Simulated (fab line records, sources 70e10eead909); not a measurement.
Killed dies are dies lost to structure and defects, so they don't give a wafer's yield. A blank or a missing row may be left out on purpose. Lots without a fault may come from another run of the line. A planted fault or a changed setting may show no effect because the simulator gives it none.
One fault seen from 2 desks | flow nand_harc | each desk has only its own numbers; what lay behind them comes last

THE DEFECT DESK
What the inspections along the route counted, lot by lot: means of the sampled wafers that have a number. A lot is out of limits, marked OUT, if its mean lies more than 4 standard deviations from the usual mean; the brackets give that distance.
Columns: A = raw_defect_count at NHARC_A_SIN_REMOVE_INSPECT_04, usual 311
lot  | first seen here | A
L462 | day 14 20:23    | 339
L467 | day 16 04:41    | 240
L468 | day 16 04:41    | 356
L470 | day 16 17:11    | 316
L469 | day 17 02:19    | 365
L473 | day 17 02:19    | 274
L475 | day 17 21:36    | 366
L480 | day 19 08:17    | 254
L481 | day 19 08:17    | 307
L482 | day 20 09:40    | 315
L483 | day 20 09:42    | 232
L485 | day 21 03:37    | 303
This desk's finding: nothing out of limits on any of the 12 lots.

THE TOOL OWNER'S DESK: rie_metal-03
The tool's own readings at NHARC_A_WL_FILL_ETCHBACK_04 (etches the open film in NF3, target depth 60 nm, time 120 s): means of the sampled wafers that have a number, for each lot that ran on this tool. A lot is out of limits, marked OUT, if its mean lies more than 4 standard deviations from the usual mean; the brackets give that distance.
Columns: A = drypump_motor_current_A at NHARC_A_WL_FILL_ETCHBACK_04, usual 5.67 A; B = oes_product_au at NHARC_A_WL_FILL_ETCHBACK_04, usual 0.998 a.u.; C = run_length_s at NHARC_A_WL_FILL_ETCHBACK_04, usual 141.1 s
lot  | first seen here | A    | B     | C
L462 | day 15 01:23    | 5.38 | 1.008 | 141.1
L468 | day 16 09:09    | 5.61 | 1.006 | 141.0
L469 | day 17 09:59    | 5.81 | 0.992 | 127.1 (-32) OUT
L473 | day 17 10:23    | 5.85 | 1.003 | 126.8 (-32) OUT
L475 | day 18 03:34    | 5.82 | 0.984 | 127.1 (-32) OUT
This desk's finding: out of limits on L469, L473, L475; first on L469, day 17 09:59 (run_length_s at NHARC_A_WL_FILL_ETCHBACK_04). In limits: L462, L468.

PUT TOGETHER
The tool owner's desk could have raised an alarm at day 17 09:59, on L469, L473, L475.
The defect desk saw nothing out of limits.
The defect desk has L469, L473, L475 on record, within its limits.
Of the lots named, all ran NHARC_A_WL_FILL_ETCHBACK_04 on rie_metal-03.

WHAT THE SIMULATOR HAD PUT IN
Process parameter drift: rie_metal-03, from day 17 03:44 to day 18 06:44, at NHARC_A_WL_FILL_ETCHBACK_04. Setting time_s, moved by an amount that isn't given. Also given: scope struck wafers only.
Lots struck among those shown: L469, L473, L475.
Hours from the fault's start to each desk's first reading out of limits: the tool owner's desk, 6.
